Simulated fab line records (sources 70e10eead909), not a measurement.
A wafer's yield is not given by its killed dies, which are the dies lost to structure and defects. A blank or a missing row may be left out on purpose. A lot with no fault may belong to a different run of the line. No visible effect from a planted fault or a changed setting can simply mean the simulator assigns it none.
fab line records + flow nand_harc
record:
- lots: 12
- wafers: 33
- last_day: 33
route steps=1302 shown A_STAIRCASE@671 END@1302
lots untouched by any fault: they come from a run of this same line in which no faults occurred
start_h: start of the lot's first displayed wafer, in hours after the record's first day + wait_h: how many hours have passed since the lot's step before this one + " as in the row above + L1.1+2: a single row standing in for several wafers + - no value, or no start was given + * or withheld: withheld + < > ~ a bound
route shown NAME@n: NAME is a module with steps in the file, n the number in the route of the first one + usual: mean and standard deviation over wafers with no fault + same: alike in all rows + chamber/n: place in a boat + sites: readings site by site + _std_site: the standard deviation of these + _edge_site: inner sites' mean taken away from outer sites' mean + radius_mm: how far each site lies from the wafer's centre + mask NAME#n: copy n + behind: the tool/chamber that last shaped the wafer + hold: the reason the lot was held/the length of the hold in hours/how it ended + device: the n, p or np transistor that did not switch + end of line: tests of these same wafers at the route's end + where a step has no rows: the recipe by itself + killed: not the wafer's yield, but the dies lost to structure and defects at the first sort + map: shows each die of a wafer: x if killed, . if not, _ if none is there
set.NAME: the setting as run; set.NAME@STEP: as run at that earlier step + model.NAME: the simulator's own value behind a step, which no gauge read
steps of the route over a sample of lots; a table a step, a row a wafer
services: when a tool's chamber went out of use (start_h, in hours from the record's first day, below 0 if earlier), for how many hours, and the reason
== steps ==
step: NHARC_A_STAIRCASE_ETCH_15
recipe:
- target_depth_a: 1000
- time_s: 40.5
- ion_energy_ev: 400
- c4f8_flow_sccm: 20
- o2_flow_sccm: 10
- ar_flow_sccm: withheld
- rf_w: 600
- bias_w: 1000
- chemistry: C4F8/O2
usual:
- bias_w: 1000/3
- oes_product_au: 0.942/0.011
- rf_fwd_power_W: 593.8/2.3
- rf_vpp_V: 896/7.2
same:
- time_s: 40.5
| lot.wafer | tool        | chamber | start_h | wait_h | bias_w | oes_product_au | rf_fwd_power_W | rf_hours_counter_h | rf_vpp_V |
|-----------|-------------|---------|---------|--------|--------|----------------|----------------|--------------------|----------|
| L315.3    | rie_diel-04 | 2       | -       | -      | 999    | 0.944          | 595.5          | 0                  | 888      |
| L315.1    | "           | 0       | "       | "      | 1002   | 0.928          | 594.1          | 0                  | 904      |
| L315.5    | "           | 2       | "       | "      | 998    | 0.942          | 597.4          | -                  | 888      |
| L316.1    | rie_diel-04 | 1       | -       | -      | 998    | 0.955          | 590.1          | 3                  | 887      |
| L316.4    | "           | 0       | "       | "      | 1000   | 0.925          | 589.6          | 3                  | 903      |
| L316.5    | "           | 1       | "       | "      | 998    | 0.962          | 591.5          | -                  | 886      |
| L317.2    | rie_diel-09 | 2       | -       | -      | 1002   | 0.942          | 594.1          | 24                 | 889      |
| L317.4    | "           | 0       | "       | "      | 999    | 0.948          | 590.1          | 25                 | 886      |
| L317.6    | "           | 2       | "       | "      | 1002   | 0.942          | 595.4          | -                  | 889      |
| L321.1    | rie_diel-04 | 2       | -       | -      | 996    | 0.951          | 593.7          | 23                 | 888      |
| L321.3    | "           | 3       | "       | "      | 1005   | 0.958          | 591.6          | 20                 | 895      |
| L321.5    | "           | 1       | "       | "      | 1001   | 0.940          | 588.3          | -                  | 887      |
| L322.2    | rie_diel-09 | 1       | -       | -      | 996    | 0.947          | 594.6          | 30                 | 900      |
| L322.3    | "           | 2       | "       | "      | 1002   | 0.936          | 596.9          | 35                 | 889      |
| L322.1    | "           | 3       | "       | "      | 998    | 0.940          | 591.5          | 37                 | 905      |
| L327.4    | rie_diel-01 | 0       | -       | -      | 1000   | 0.942          | 594.6          | 35                 | 892      |
| L327.2    | "           | 3       | "       | "      | 1000   | 0.947          | 596.0          | 32                 | 906      |
| L329.2    | rie_diel-01 | 1       | -       | -      | 993    | 0.935          | 593.8          | 41                 | 890      |
| L329.6    | "           | 2       | "       | "      | 998    | 0.947          | 594.0          | -                  | 898      |
| L331.4    | rie_diel-01 | 2       | -       | -      | 1003   | 0.946          | 595.3          | 46                 | 899      |
| L331.3    | "           | 3       | "       | "      | 1000   | 0.941          | 595.3          | 41                 | 906      |
| L333.4    | rie_diel-09 | 0       | -       | -      | 1001   | 0.924          | 593.5          | 15                 | 904      |
| L333.1    | "           | 1       | "       | "      | 998    | 0.946          | 595.0          | 18                 | 899      |
| L333.3    | "           | 2       | "       | "      | 1001   | 0.954          | 592.6          | 16                 | 887      |
| L335.2    | rie_diel-09 | 1       | -       | -      | 998    | 0.936          | 594.1          | 21                 | 899      |
| L335.1    | "           | 2       | "       | "      | 996    | 0.940          | 594.2          | 19                 | 887      |
| L335.5    | "           | 3       | "       | "      | 1001   | 0.958          | 595.7          | -                  | 905      |
| L336.2    | rie_diel-04 | 2       | -       | -      | 1004   | 0.936          | 596.1          | 6                  | 888      |
| L336.1    | "           | 3       | "       | "      | 1001   | 0.942          | 590.0          | 7                  | 892      |
| L336.5    | "           | 2       | "       | "      | 1001   | 0.928          | 596.7          | -                  | 886      |
| L337.2    | rie_diel-04 | 0       | -       | -      | 998    | 0.925          | 596.5          | 15                 | 902      |
| L337.3    | "           | 1       | "       | "      | 1003   | 0.943          | 590.8          | 14                 | 906      |
| L337.4    | "           | 3       | "       | "      | 1001   | 0.940          | 591.8          | 12                 | 892      |
step: NHARC_A_STAIRCASE_TRIM_22
recipe:
- time_s: 211.2
- o2_flow_sccm: 500
- ar_flow_sccm: 0
- bias_w: 0
- chemistry: O2
usual:
- drypump_motor_current_A: 5.8/0.45
- oes_product_au: 0.999/0.0074
- rf_vpp_V: 57.7/0.85
- run_length_s: 232.3/0.46
- showerhead_plenum_p_Torr: 3.55/0.19
- throttle_valve_pct: 17.037/0.0092
same:
- bias_w: 0
| lot.wafer | tool        | chamber | start_h | wait_h | drypump_motor_current_A | oes_product_au | rf_hours_counter_h | rf_vpp_V | run_length_s | showerhead_plenum_p_Torr | throttle_valve_pct |
|-----------|-------------|---------|---------|--------|-------------------------|----------------|--------------------|----------|--------------|--------------------------|--------------------|
| L315.1    | rie_diel-09 | 1       | 368.69  | -      | 5.9                     | 0.997          | 14                 | 57.6     | 233.0        | 3.67                     | 17.027             |
| L315.3    | "           | 2       | "       | "      | 6.0                     | 0.993          | 14                 | 57.2     | 231.5        | 3.33                     | 17.025             |
| L315.5    | "           | 2       | "       | "      | 6.0                     | 0.976          | -                  | 57.4     | 231.5        | 3.33                     | 17.024             |
| L316.1    | rie_diel-04 | 3       | 381.74  | -      | 5.4                     | 0.998          | 3                  | 59.0     | 232.0        | 3.46                     | 17.020             |
| L316.4    | "           | 0       | "       | "      | 5.7                     | 0.996          | 3                  | 57.9     | 232.2        | 3.74                     | 17.037             |
| L316.5    | "           | 0       | "       | "      | 5.7                     | 1.003          | -                  | 58.3     | 232.6        | 3.74                     | 17.028             |
| L317.4    | rie_diel-01 | 2       | 398.02  | -      | 5.9                     | 1.010          | 6                  | 58.5     | 232.9        | 3.62                     | 17.027             |
| L317.2    | "           | 0       | "       | "      | 5.4                     | 1.000          | 6                  | 58.3     | 231.9        | 3.43                     | 17.043             |
| L317.6    | "           | 2       | "       | "      | 5.9                     | 1.006          | -                  | 56.6     | 232.7        | 3.62                     | 17.045             |
| L321.1    | rie_diel-09 | 1       | 422.58  | -      | 5.8                     | 0.999          | 26                 | 57.6     | 233.0        | 3.66                     | 17.032             |
| L321.3    | "           | 0       | "       | "      | 5.9                     | 0.996          | 31                 | 56.2     | 231.9        | 3.27                     | 17.041             |
| L321.5    | "           | 1       | "       | "      | 5.9                     | 0.995          | -                  | 57.5     | 233.2        | 3.66                     | 17.030             |
| L322.2    | rie_diel-01 | 3       | 437.63  | -      | 6.8                     | 0.989          | 12                 | 58.8     | 232.3        | 3.80                     | 17.023             |
| L322.1    | "           | 1       | "       | "      | 5.8                     | 0.984          | 19                 | 56.2     | 232.5        | 3.39                     | 17.027             |
| L322.3    | "           | 2       | "       | "      | 5.8                     | 1.001          | 17                 | 56.7     | 233.0        | 3.62                     | 17.025             |
| L327.4    | rie_diel-01 | 1       | 499.15  | -      | 5.9                     | 0.990          | 40                 | 57.8     | 299.1        | 3.38                     | 17.040             |
| L327.2    | "           | 3       | "       | "      | 6.8                     | 0.988          | 32                 | 58.1     | 232.3        | 3.79                     | 17.030             |
| L329.2    | rie_diel-01 | 1       | 507.17  | -      | 5.8                     | 0.998          | 41                 | 58.0     | 232.4        | 3.38                     | 17.054             |
| L329.6    | "           | 3       | "       | "      | 6.9                     | 0.998          | -                  | 59.0     | 298.7        | 3.79                     | 17.042             |
| L331.3    | rie_diel-01 | 2       | 527.56  | -      | 5.9                     | 1.012          | 46                 | 58.5     | 232.6        | 3.60                     | 17.040             |
| L331.4    | "           | 0       | "       | "      | 5.4                     | 0.993          | 44                 | 58.1     | 298.1        | 3.41                     | 17.027             |
| L333.3    | rie_diel-09 | 0       | 553.99  | -      | 5.8                     | 0.985          | 15                 | 57.4     | 232.0        | 3.80                     | 17.043             |
| L333.1    | "           | 1       | "       | "      | 5.9                     | 0.998          | 19                 | 58.6     | 233.2        | 3.64                     | 17.045             |
| L333.4    | "           | 2       | "       | "      | 6.0                     | 0.997          | 16                 | 56.3     | 231.5        | 3.30                     | 17.053             |
| L335.1    | rie_diel-09 | 1       | 564.28  | -      | 5.9                     | 1.007          | 21                 | 58.6     | 233.7        | 3.64                     | 17.044             |
| L335.2    | "           | 0       | "       | "      | 5.9                     | 0.991          | 18                 | 58.3     | 231.9        | 3.80                     | 17.032             |
| L335.5    | "           | 2       | "       | "      | 6.0                     | 1.000          | -                  | 57.0     | 231.7        | 3.30                     | 17.039             |
| L336.2    | rie_diel-09 | 0       | 565.11  | -      | 5.8                     | 0.999          | 19                 | 58.5     | 232.9        | 3.80                     | 17.036             |
| L336.1    | "           | 1       | "       | "      | 5.9                     | 1.009          | 22                 | 58.3     | 233.4        | 3.64                     | 17.045             |
| L336.5    | "           | 3       | "       | "      | 5.6                     | 1.007          | -                  | 56.9     | 231.8        | 3.77                     | 17.047             |
| L337.4    | rie_diel-04 | 1       | 585.82  | -      | 5.0                     | 1.007          | 16                 | 60.2     | 232.3        | 3.80                     | 17.022             |
| L337.2    | "           | 2       | "       | "      | 5.4                     | 0.989          | 12                 | 57.3     | 232.2        | 3.29                     | 17.037             |
| L337.3    | "           | 3       | "       | "      | 5.5                     | 1.002          | 13                 | 57.6     | 231.8        | 3.42                     | 17.048             |
step: NHARC_A_STAIRCASE_ETCH_25
recipe:
- target_depth_a: 1000
- time_s: 40.5
- ion_energy_ev: 400
- c4f8_flow_sccm: 20
- o2_flow_sccm: 10
- ar_flow_sccm: withheld
- rf_w: 600
- bias_w: 1000
- chemistry: C4F8/O2
usual:
- bias_w: 1000/3.1
- oes_product_au: 0.944/0.0089
- rf_fwd_power_W: 594.1/2.1
- rf_vpp_V: 896/7.1
same:
- time_s: 40.5
| lot.wafer | tool        | chamber | start_h | wait_h | bias_w | oes_product_au | rf_fwd_power_W | rf_hours_counter_h | rf_vpp_V |
|-----------|-------------|---------|---------|--------|--------|----------------|----------------|--------------------|----------|
| L315.3    | rie_diel-09 | 3       | -       | -      | 1001   | 0.950          | 593.6          | 17                 | 906      |
| L315.1    | "           | 1       | "       | "      | 993    | 0.955          | 592.2          | 14                 | 901      |
| L315.5    | "           | 0       | "       | "      | 1004   | 0.943          | 594.3          | -                  | 885      |
| L316.1    | rie_diel-04 | 0       | -       | -      | 995    | 0.934          | 596.5          | 3                  | 904      |
| L316.4    | "           | 1       | "       | "      | 998    | 0.952          | 596.0          | 4                  | 887      |
| L316.5    | "           | 2       | "       | "      | 1002   | 0.950          | 595.9          | -                  | 887      |
| L317.4    | rie_diel-01 | 2       | -       | -      | 1002   | 0.949          | 595.8          | 8                  | 900      |
| L317.2    | "           | 3       | "       | "      | 999    | 0.948          | 593.4          | 6                  | 906      |
| L317.6    | "           | 0       | "       | "      | 1001   | 0.950          | 597.2          | -                  | 890      |
| L321.3    | rie_diel-09 | 1       | -       | -      | 1001   | 0.956          | 594.8          | 27                 | 902      |
| L321.1    | "           | 3       | "       | "      | 1005   | 0.940          | 591.7          | 34                 | 905      |
| L321.5    | "           | 1       | "       | "      | 1002   | 0.957          | 595.1          | -                  | 902      |
| L322.2    | rie_diel-01 | 2       | -       | -      | 998    | 0.963          | 593.1          | 18                 | 899      |
| L322.1    | "           | 0       | "       | "      | 1001   | 0.947          | 592.4          | 17                 | 892      |
| L322.3    | "           | 1       | "       | "      | 1003   | 0.945          | 593.8          | 19                 | 891      |
| L327.4    | rie_diel-01 | 0       | -       | -      | 999    | 0.934          | 593.7          | 36                 | 891      |
| L327.2    | "           | 3       | "       | "      | 1001   | 0.951          | 596.0          | 32                 | 905      |
| L329.2    | rie_diel-01 | 1       | -       | -      | 1001   | 0.948          | 592.9          | 42                 | 890      |
| L329.6    | "           | 1       | "       | "      | 1004   | 0.937          | 594.9          | -                  | 889      |
| L331.4    | rie_diel-01 | 2       | -       | -      | 1004   | 0.948          | 595.8          | 46                 | 899      |
| L331.3    | "           | 3       | "       | "      | 997    | 0.929          | 595.3          | 42                 | 904      |
| L333.4    | rie_diel-09 | 2       | -       | -      | 1003   | 0.958          | 595.8          | 17                 | 887      |
| L333.3    | "           | 0       | "       | "      | 1005   | 0.956          | 592.5          | 15                 | 904      |
| L333.1    | "           | 1       | "       | "      | 1003   | 0.966          | 597.0          | 19                 | 899      |
| L335.1    | rie_diel-09 | 2       | -       | -      | 999    | 0.939          | 597.7          | 20                 | 888      |
| L335.2    | "           | 0       | "       | "      | 997    | 0.942          | 593.0          | 18                 | 906      |
| L335.5    | "           | 2       | "       | "      | 1008   | 0.933          | 597.8          | -                  | 888      |
| L336.1    | rie_diel-09 | 3       | -       | -      | 1002   | 0.938          | 591.4          | 19                 | 905      |
| L336.2    | "           | 2       | "       | "      | 999    | 0.945          | 595.5          | 24                 | 885      |
| L336.5    | "           | 1       | "       | "      | 1003   | 0.937          | 592.9          | -                  | 900      |
| L337.4    | rie_diel-04 | 3       | -       | -      | 1000   | 0.940          | 593.6          | 13                 | 893      |
| L337.2    | "           | 0       | "       | "      | 1002   | 0.942          | 594.2          | 17                 | 902      |
| L337.3    | "           | 2       | "       | "      | 999    | 0.939          | 595.9          | 12                 | 886      |
step: NHARC_A_STAIRCASE_TRIM_26
recipe:
- time_s: 211.2
- o2_flow_sccm: 500
- ar_flow_sccm: 0
- bias_w: 0
- chemistry: O2
usual:
- drypump_motor_current_A: 5.8/0.43
- oes_product_au: 0.998/0.0079
- rf_vpp_V: 57.8/0.95
- run_length_s: 232.3/0.44
- showerhead_plenum_p_Torr: 3.54/0.2
- throttle_valve_pct: 17.036/0.008
same:
- bias_w: 0
- time_s: 211.2
| lot.wafer | tool        | chamber | start_h | wait_h | drypump_motor_current_A | oes_product_au | rf_hours_counter_h | rf_vpp_V | run_length_s | showerhead_plenum_p_Torr | throttle_valve_pct |
|-----------|-------------|---------|---------|--------|-------------------------|----------------|--------------------|----------|--------------|--------------------------|--------------------|
| L315.1    | rie_diel-09 | 0       | -       | -      | 5.8                     | 0.996          | 17                 | 57.1     | 232.3        | 3.28                     | 17.032             |
| L315.3    | "           | 1       | "       | "      | 5.9                     | 0.998          | 14                 | 58.8     | 232.8        | 3.67                     | 17.048             |
| L315.5    | "           | 0       | "       | "      | 5.8                     | 0.995          | -                  | 57.1     | 232.0        | 3.28                     | 17.036             |
| L316.1    | rie_diel-04 | 1       | -       | -      | 5.0                     | 1.001          | 4                  | 55.7     | 232.3        | 3.29                     | 17.044             |
| L316.4    | "           | 3       | "       | "      | 5.5                     | 1.010          | 4                  | 59.7     | 232.4        | 3.46                     | 17.031             |
| L316.5    | "           | 0       | "       | "      | 5.7                     | 0.987          | -                  | 59.5     | 232.8        | 3.74                     | 17.028             |
| L317.2    | rie_diel-01 | 0       | -       | -      | 5.4                     | 0.990          | 7                  | 56.7     | 232.1        | 3.43                     | 17.035             |
| L317.4    | "           | 2       | "       | "      | 5.9                     | 1.012          | 8                  | 59.1     | 232.6        | 3.62                     | 17.027             |
| L317.6    | "           | 0       | "       | "      | 5.4                     | 1.002          | -                  | 57.2     | 231.8        | 3.43                     | 17.042             |
| L321.3    | rie_diel-09 | 3       | -       | -      | 5.6                     | 1.001          | 34                 | 59.3     | 231.8        | 3.79                     | 17.038             |
| L321.1    | "           | 1       | "       | "      | 5.9                     | 1.000          | 27                 | 59.1     | 233.4        | 3.66                     | 17.014             |
| L321.5    | "           | 2       | "       | "      | 6.0                     | 0.991          | -                  | 58.3     | 231.7        | 3.32                     | 17.035             |
| L322.2    | rie_diel-01 | 3       | -       | -      | 6.8                     | 0.991          | 12                 | 57.4     | 232.2        | 3.80                     | 17.029             |
| L322.3    | "           | 0       | "       | "      | 5.4                     | 0.999          | 17                 | 57.4     | 231.7        | 3.42                     | 17.027             |
| L322.1    | "           | 2       | "       | "      | 5.8                     | 0.997          | 18                 | 57.9     | 232.5        | 3.62                     | 17.058             |
| L327.2    | rie_diel-01 | 1       | -       | -      | 5.9                     | 0.994          | 40                 | 58.3     | 232.7        | 3.38                     | 17.030             |
| L327.4    | "           | 0       | "       | "      | 5.4                     | 0.992          | 36                 | 57.9     | 231.8        | 3.41                     | 17.029             |
| L329.2    | rie_diel-01 | 2       | -       | -      | 5.9                     | 1.008          | 38                 | 58.1     | 232.5        | 3.61                     | 17.039             |
| L329.6    | "           | 3       | "       | "      | 6.8                     | 0.992          | -                  | 59.9     | 232.5        | 3.79                     | 17.051             |
| L331.3    | rie_diel-01 | 0       | -       | -      | 5.3                     | 0.999          | 44                 | 57.7     | 231.7        | 3.41                     | 17.021             |
| L331.4    | "           | 1       | "       | "      | 5.9                     | 0.996          | 48                 | 56.6     | 232.2        | 3.37                     | 17.031             |
| L333.1    | rie_diel-09 | 3       | -       | -      | 5.6                     | 1.004          | 13                 | 57.6     | 231.7        | 3.77                     | 17.049             |
| L333.3    | "           | 0       | "       | "      | 5.9                     | 0.989          | 15                 | 58.3     | 231.9        | 3.80                     | 17.040             |
| L333.4    | "           | 2       | "       | "      | 6.0                     | 0.998          | 17                 | 55.7     | 232.2        | 3.30                     | 17.036             |
| L335.1    | rie_diel-09 | 3       | -       | -      | 5.6                     | 1.003          | 17                 | 57.7     | 231.8        | 3.77                     | 17.039             |
| L335.2    | "           | 1       | "       | "      | 5.9                     | 1.001          | 22                 | 56.3     | 233.2        | 3.64                     | 17.041             |
| L335.5    | "           | 3       | "       | "      | 5.6                     | 1.007          | -                  | 57.6     | 232.5        | 3.77                     | 17.031             |
| L336.2    | rie_diel-09 | 1       | -       | -      | 5.9                     | 0.983          | 26                 | 58.2     | 233.0        | 3.64                     | 17.041             |
| L336.1    | "           | 2       | "       | "      | 6.0                     | 0.987          | 24                 | 58.5     | 231.5        | 3.30                     | 17.046             |
| L336.5    | "           | 3       | "       | "      | 5.6                     | 0.988          | -                  | 58.6     | 231.9        | 3.76                     | 17.045             |
| L337.3    | rie_diel-04 | 1       | -       | -      | 5.0                     | 1.013          | 16                 | 58.3     | 232.6        | 3.80                     | 17.037             |
| L337.2    | "           | 2       | "       | "      | 5.4                     | 0.988          | 12                 | 57.0     | 232.1        | 3.29                     | 17.034             |
| L337.4    | "           | 0       | "       | "      | 5.7                     | 1.002          | 17                 | 58.6     | 232.4        | 3.71                     | 17.041             |
step: NHARC_END_SORT_01
recipe:
- temp_c: 25
usual:
- killed_at_array: 61/23
- killed_at_other: 1.3/1.4
- killed_at_periphery: 4.0/2.6
- killed_dies: 66/22
- killed_open: 3.4/1.8
- killed_short: 2.3/1.4
same:
- gross_dies: 677
| lot.wafer | tool      | chamber | start_h | wait_h | killed_at_array | killed_at_other | killed_at_periphery | killed_dies | killed_open | killed_short |
|-----------|-----------|---------|---------|--------|-----------------|-----------------|---------------------|-------------|-------------|--------------|
| L327.2    | prober-02 | 0       | 694.96  | 2.8    | 62              | 0               | 4                   | 66          | 7           | 1            |
| L327.4    | prober-02 | 0       | 696.54  | 3.4    | 651             | 1               | 7                   | 659         | 9           | 2            |
| L329.2    | prober-02 | 0       | 723.62  | 2.9    | 54              | 6               | 1                   | 61          | 3           | 2            |
| L329.6    | prober-02 | 0       | 726.85  | 4.0    | 634             | 3               | 6                   | 643         | 3           | 0            |
| L331.3    | prober-02 | 0       | 734.37  | 3.1    | 55              | 0               | 3                   | 58          | 3           | 3            |
| L331.4    | prober-02 | 0       | 735.17  | 3.4    | 658             | 1               | 6                   | 665         | 4           | 2            |
killed by level:class
L327.2 A_CHANNEL_HOLE_D1:chamber_film_flake=37 A_STAIRCASE:chamber_film_flake=7 A_CHANNEL_FILL_D2:geometric_particle:open=5 A_BONDPAD:chamber_film_flake=4 P_GATE:chamber_film_flake=2 A_ONON_D2:geometric_particle:open=1 A_CHANNEL_FILL_D2:geometric_particle:short=1 A_SGD_CUT:geometric_particle:open=1
L327.4 A_STAIRCASE:area_trim=592 A_CHANNEL_HOLE_D1:chamber_film_flake=32 A_STAIRCASE:chamber_film_flake=9 A_BONDPAD:chamber_film_flake=4 A_ZERO_WELL:chamber_film_flake=3 P_CONTACT:geometric_particle:open=2 P_ZERO_WELL:chamber_film_flake=2 A_CONTACT:chamber_film_flake=2
L329.2 A_SLIT:chamber_film_flake=30 A_CHANNEL_HOLE_D1:chamber_film_flake=7 A_CONTACT:chamber_film_flake=7 THIN_TSV:chamber_film_flake=6 A_CHANNEL_HOLE_D1:geometric_particle:short=2 A_ZERO_WELL:chamber_film_flake=2 A_DECK1_JOINT:chamber_film_flake=2 P_CONTACT:geometric_particle:open=1
L329.6 A_STAIRCASE:area_trim=582 A_SLIT:chamber_film_flake=28 A_CONTACT:chamber_film_flake=10 A_CHANNEL_HOLE_D1:chamber_film_flake=6 P_M2:chamber_film_flake=3 THIN_TSV:chamber_film_flake=3 P_M0:chamber_film_flake=2 A_DECK1_JOINT:chamber_film_flake=2
L331.3 A_CHANNEL_HOLE_D2:chamber_film_flake=25 A_STAIRCASE:chamber_film_flake=7 A_CONTACT:chamber_film_flake=7 A_CHANNEL_HOLE_D1:chamber_film_flake=6 A_SLIT:chamber_film_flake=3 P_CONTACT:geometric_particle:short=2 A_WL_FILL:chamber_film_flake=2 A_SGD_CUT:geometric_particle:open=1
L331.4 A_STAIRCASE:area_trim=598 A_CHANNEL_HOLE_D2:chamber_film_flake=29 A_STAIRCASE:chamber_film_flake=10 A_CHANNEL_HOLE_D1:chamber_film_flake=7 A_CONTACT:chamber_film_flake=5 A_M0:geometric_particle:short=2 P_GATE:chamber_film_flake=2 A_SLIT:chamber_film_flake=2
== services ==
| tool        | chamber | start_h | hours | kind   |
|-------------|---------|---------|-------|--------|
| rie_diel-09 | 1       | 344.73  | 7.1   | repair |
| rie_diel-09 | 0       | 353.73  | -     | clean  |
| rie_diel-09 | 1       | 353.73  | -     | clean  |
| rie_diel-09 | 2       | 353.73  | -     | clean  |
| rie_diel-09 | 3       | 353.73  | -     | clean  |
| rie_diel-04 | -       | 356.00  | 9.0   | pm     |
| rie_diel-09 | 0       | 378.23  | -     | clean  |
| rie_diel-09 | 1       | 378.23  | -     | clean  |
| rie_diel-09 | 2       | 378.23  | -     | clean  |
| rie_diel-09 | 3       | 378.23  | -     | clean  |
| rie_diel-01 | -       | 380.93  | 9.0   | pm     |
| rie_diel-09 | 0       | 402.78  | -     | clean  |
| rie_diel-09 | 1       | 404.93  | 4.2   | repair |
| rie_diel-01 | 3       | 419.12  | 9.8   | repair |
| rie_diel-04 | 0       | 422.55  | 17.5  | repair |
| rie_diel-09 | -       | 442.47  | 0.2   | repair |
| rie_diel-01 | 0       | 458.27  | 3.5   | repair |
| rie_diel-04 | 1       | 460.53  | 6.7   | repair |
| rie_diel-09 | 0       | 490.75  | 6.1   | repair |
| rie_diel-09 | -       | 497.12  | 9.0   | pm     |
| rie_diel-04 | 0       | 508.72  | 4.9   | repair |
| rie_diel-04 | -       | 533.00  | 9.0   | pm     |
| rie_diel-01 | -       | 557.93  | 9.0   | pm     |
| rie_diel-09 | 0       | 567.71  | 13.4  | repair |
== key ==
first_sign:
- step: NHARC_A_STAIRCASE_TRIM_22
- reading: run_length_s
- direction: up
- sigmas: 99+
- usual: *
- struck: *
effect:
- step: NHARC_END_SORT_01
- reading: killed_dies
- direction: up
- sigmas: 26
- usual: 66
- struck: 656
more_kills_born_at:
- NHARC_A_STAIRCASE_TRIM_22@rie_diel-01: 1772
met_at NHARC_A_STAIRCASE_TRIM_22
struck_lots L327,L329,L331
struck_wafers L327.4,L329.6,L331.4
later_rows_left_out L327.4,L329.6,L331.4
tester_left_out L327,L329,L331
not_acting_at NHARC_A_STAIRCASE_ETCH_15,NHARC_A_STAIRCASE_ETCH_25,NHARC_A_STAIRCASE_TRIM_26
onset_between 437.63 499.15
fault:
- kind: process_parameter_drift
- tool: rie_diel-01
- chamber: -
- onset_h: 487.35
- steps: NHARC_A_STAIRCASE_TRIM_22
- channel: time_s
- offset: *
- shape: step
- end_h: 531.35
- scope: struck_wafers_only
- acts_in: *
- stated: *
tester_left_out: of these lots the tester's yield and bins aren't shown, on N5 and GAA mostly nor the transistor test; their killed dies are dies lost to structure and defects alone, not to doping, threshold or leakage, so they don't give the yield
later_rows_left_out: the simulator's readings of these wafers behind a module that went badly wrong aren't trusted and aren't shown, but for the sort
